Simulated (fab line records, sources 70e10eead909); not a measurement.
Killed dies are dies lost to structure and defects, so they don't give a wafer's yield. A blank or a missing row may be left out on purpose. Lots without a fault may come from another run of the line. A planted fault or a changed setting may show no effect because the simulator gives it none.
A struck lot beside a sound one | flow nand_harc | 23 steps out of a route of 1159
Sound: wafers L109.1, L109.3, L109.5. Struck: wafers L117.2, L117.4, L117.6. The cause comes at the end.
At each step with rows: each side's tool, then ch and its chambers, then its first start. Under that, the readings that differ: sound wafers | struck wafers | difference of the means | sigmas: that difference in standard deviations of wafers without a fault.
alike: readings whose means differ by less than 2 such deviations, and words and numbers that are the same on both sides. not compared: withheld readings, readings that some wafer has no value for, bounds like >300 that may hide the same value, and numbers for which the record gives no deviation and whose values overlap.
The two part at a step that has a row with sigmas, a row that says differs or no value, or rows on one side only. Numbers that don't overlap but have no deviation are shown without sigmas and don't part them. A reading that every wafer of one side lacks parts them only if that side has two wafers or more.

NHARC_A_CONTACT_CVD_19: deposits W, target thk 300 nm, time 802 s.
  sound on cvd_w-01 ch 0,1; struck on cvd_w-02 ch 0,1
  alike: heater_power_w, throttle_valve_pct
NHARC_A_CONTACT_CMP_20: polishes, t overpolish 30 s, target thk 300 nm.
  sound on cmp-01 ch 0,1, day 19 09:52; struck on cmp-03 ch 0,1,2, day 21 09:56
  reading                | sound    | struck   | difference | sigmas
  time_to_endpoint_s (s) | 60 58 55 | 64 66 66 | +8         | +2
  alike: motor_current_A, overpolish_run_s, slurry_filter_dp_kPa
then, 1 step without rows for these wafers: NHARC_A_CONTACT_SRD_22.
NHARC_A_CONTACT_INSPECT_23:
  sound on defect_inspect-01, day 19 10:14; struck on defect_inspect-01, day 21 10:20
  alike: raw_defect_count
then, 7 steps without rows for these wafers: NHARC_A_BLC_DEHYDRATE_00 (time 120 s); NHARC_A_BLC_HMDS_01 (time 30 s); NHARC_A_BLC_COAT_02 (time 75 s); NHARC_A_BLC_COAT_03 (time 65 s); NHARC_A_BLC_COAT_04 (resist thk 90 nm); NHARC_A_BLC_SOFTBAKE_05 (time 55 s); NHARC_A_BLC_EBR_06.
NHARC_A_BLC_EXPOSE_07: exposes mask A BLC, target cd 100 nm.
  sound on arfi_scanner-03 ch 0, day 19 10:36; struck on arfi_scanner-01 ch 0, day 21 10:35
  reading              | sound             | struck            | difference | sigmas
  exposure_dose_mJ_cm2 | 68.09 67.95 67.97 | 83.08 83.18 83.14 | +15.13     | +99 or more
  alike: mask
then, 2 steps without rows for these wafers: NHARC_A_BLC_PEB_08 (peb time 65 s); NHARC_A_BLC_DEVELOP_09 (develop time 35 s).
NHARC_A_BLC_CD_MEAS_10: target cd 100 nm.
  sound on cd_sem-03 ch 0, day 19 10:44; struck on cd_sem-03 ch 0, day 21 10:44
  reading    | sound           | struck            | difference | sigmas
  cd_nm (nm) | 100.0 99.8 99.4 | 111.8 111.5 111.2 | +11.8      | +23
NHARC_A_BLC_OVL_MEAS_11:
  sound on overlay-02, day 19 10:50; struck on overlay-01, day 21 10:49
  reading           | sound        | struck         | difference | sigmas
  overlay_x_nm (nm) | 0.1 0.3 -0.1 | -1.8 -1.9 -1.6 | -1.9       | -3
  alike: overlay_y_nm
NHARC_A_BLC_INSPECT_12:
  sound on defect_inspect-01, day 19 10:52; struck on defect_inspect-01, day 21 10:51
  alike: raw_defect_count
NHARC_A_BLC_DESCUM_15: chemistry O2, time 3 s.
  sound on rie_diel-03 ch 0,1,2, day 19 10:57; struck on rie_diel-03 ch 1,2,3, day 21 10:55
  reading                | sound             | struck            | difference | sigmas
  model.A_BLC.cd_nm (nm) | 101.1 100.3 100.6 | 111.2 111.7 111.3 | +10.7      |
  alike: drypump_motor_current_A, oes_product_au, rf_vpp_V, showerhead_plenum_p_Torr, throttle_valve_pct
  not compared: rf_hours_counter_h
NHARC_A_BLC_ETCH_16: etches the open film in CF4, target depth 39 nm, time 65 s.
  sound on rie_diel-03 ch 1,2,3, day 19 11:01; struck on rie_diel-03 ch 0,2,3, day 21 11:01
  alike: bias_w, drypump_motor_current_A, oes_product_au, rf_vpp_V, showerhead_plenum_p_Torr, throttle_valve_pct
  not compared: rf_hours_counter_h
NHARC_A_BLC_ETCH_17: etches the open film in N2/H2, target depth 390 nm, time 609.38 s.
  sound on rie_diel-03 ch 0,3; struck on rie_diel-03 ch 2,3
  alike: bias_w, drypump_motor_current_A, oes_product_au, rf_vpp_V, showerhead_plenum_p_Torr, throttle_valve_pct
  not compared: rf_hours_counter_h
NHARC_A_BLC_ETCH_18: etches the open film in C4F8/O2/Ar, target depth 910 nm.
  sound on rie_diel-03 ch 1,2,3; struck on rie_diel-03 ch 0,3
  reading                | sound             | struck            | difference | sigmas
  model.A_BLC.cd_nm (nm) | 101.1 98.92 100.7 | 111.6 112.1 111.6 | +11.5      |
  alike: bias_w, oes_product_au, rf_vpp_V
  not compared: rf_hours_counter_h
NHARC_A_BLC_CD_MEAS_19:
  sound on cd_sem-02, day 19 11:54; struck on cd_sem-01, day 21 11:53
  reading    | sound            | struck            | difference | sigmas
  cd_nm (nm) | 101.3 98.9 100.7 | 111.3 111.8 112.0 | +11.4      | +9
NHARC_END_SORT_01:
  the record has rows for the struck wafers here (prober-02 ch 0, day 23 11:09) and none for the sound ones

WHERE THEY PART
First at NHARC_A_CONTACT_CMP_20; last, within this record, at NHARC_END_SORT_01.

WHY: what the simulator had put in
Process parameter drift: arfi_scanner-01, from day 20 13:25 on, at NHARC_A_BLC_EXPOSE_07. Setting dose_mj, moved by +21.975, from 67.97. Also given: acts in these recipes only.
